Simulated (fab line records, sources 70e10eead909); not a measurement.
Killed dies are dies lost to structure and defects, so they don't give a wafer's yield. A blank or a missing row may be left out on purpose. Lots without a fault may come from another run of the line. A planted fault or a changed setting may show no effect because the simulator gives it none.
Chamber matching | flow nand_harc | NHARC_P_CONTACT_DEP_30 on pecvd-03: 3 sister chambers
The step deposits SiNx, target thk 30 nm. 3 wafers are shown with their chamber, then 9 later ones without.

WAFERS WITH THEIR CHAMBER
wafer  | chamber | heater_power_w (W)
L089.6 | 0       | 698
L091.4 | 2       | 761
L091.5 | 1       | 826

WAFERS WITHOUT THEIR CHAMBER
wafer  | heater_power_w (W)
L092.3 | 779
L092.5 | 824
L092.6 | 785
L097.1 | 684
L097.2 | 780
L097.6 | 772
L095.1 | 710
L095.3 | 722
L095.5 | 721

WHICH CHAMBER EACH WENT THROUGH
wafer  | from the rows above     | in truth
L092.3 | can't be placed: 2 or 1 | 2
L092.5 | 1                       | 1
L092.6 | can't be placed: 2 or 1 | 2
L097.1 | 0                       | 0
L097.2 | can't be placed: 2 or 1 | 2
L097.6 | 2                       | 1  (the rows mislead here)
L095.1 | 0                       | 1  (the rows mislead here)
L095.3 | can't be placed: 0 or 2 | 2
L095.5 | can't be placed: 0 or 2 | 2
Placed correctly: 2 of 9. Can't be placed from these rows: 5 (the true chamber is among the candidates in 5). Placed wrongly: 2.
How it was worked out, from the rows above alone: a wafer's distance from a chamber is the root of the sum, over the readings, of the square of ((its reading less the chamber's mean) divided by the reading's scatter). The wafer belongs to the nearest chamber; if the next one is less than 2 further off, it can't be placed. A chamber's mean is the mean of its shown wafers. The scatter: with one shown wafer a chamber, the root of the mean of the squares of how far each hidden wafer lies from its nearest shown one.
